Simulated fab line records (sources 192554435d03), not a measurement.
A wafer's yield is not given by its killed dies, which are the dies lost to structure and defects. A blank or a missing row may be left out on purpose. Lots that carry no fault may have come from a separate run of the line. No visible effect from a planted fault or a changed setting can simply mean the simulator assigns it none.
Chamber matching + flow n5 finfet + 4 sister chambers for N5_FIN_SAQP_ETCH_65 on rie si-06
The step etches SiO2 in CF4, target depth 4 nm, time 4.4 s. 4 wafers are shown with their chamber, then 6 later ones without.

== WAFERS, EACH WITH ITS CHAMBER ==
| wafer  | chamber | throttle valve pct (%) |
|--------|---------|------------------------|
| L826.3 | 0       | 21.63                  |
| L826.6 | 3       | 22.15                  |
| L827.2 | 2       | 21.76                  |
| L827.3 | 1       | 21.78                  |

== WAFERS MISSING THEIR CHAMBER ==
| wafer  | throttle valve pct (%) |
|--------|------------------------|
| L827.4 | 21.65                  |
| L828.2 | 21.78                  |
| L828.4 | 22.15                  |
| L828.5 | 21.75                  |
| L833.5 | 22.16                  |
| L834.6 | 22.15                  |

== THE CHAMBER EACH PASSED THROUGH ==
| wafer  | from the rows above     | in truth |
|--------|-------------------------|----------|
| L827.4 | 0                       | 0        |
| L828.2 | can't be placed: 1 or 2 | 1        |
| L828.4 | 3                       | 3        |
| L828.5 | can't be placed: 2 or 1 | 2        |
| L833.5 | 3                       | 3        |
| L834.6 | 3                       | 3        |
Correct placement for 4 of the 6. These rows do not allow placing 2 (true chamber among the candidates in 2). Placed wrongly: 0.
How it was worked out, from the rows above alone: a wafer's distance from a chamber is the root of the sum, over the readings, of the square of ((its reading less the chamber's mean) divided by the reading's scatter). The wafer belongs to the nearest chamber; if the next one is less than 2 further off, it can't be placed. The mean given for a chamber averages the wafers shown for that chamber. The scatter: with one shown wafer a chamber, the root of the mean of the squares of how far each hidden wafer lies from its nearest shown one.
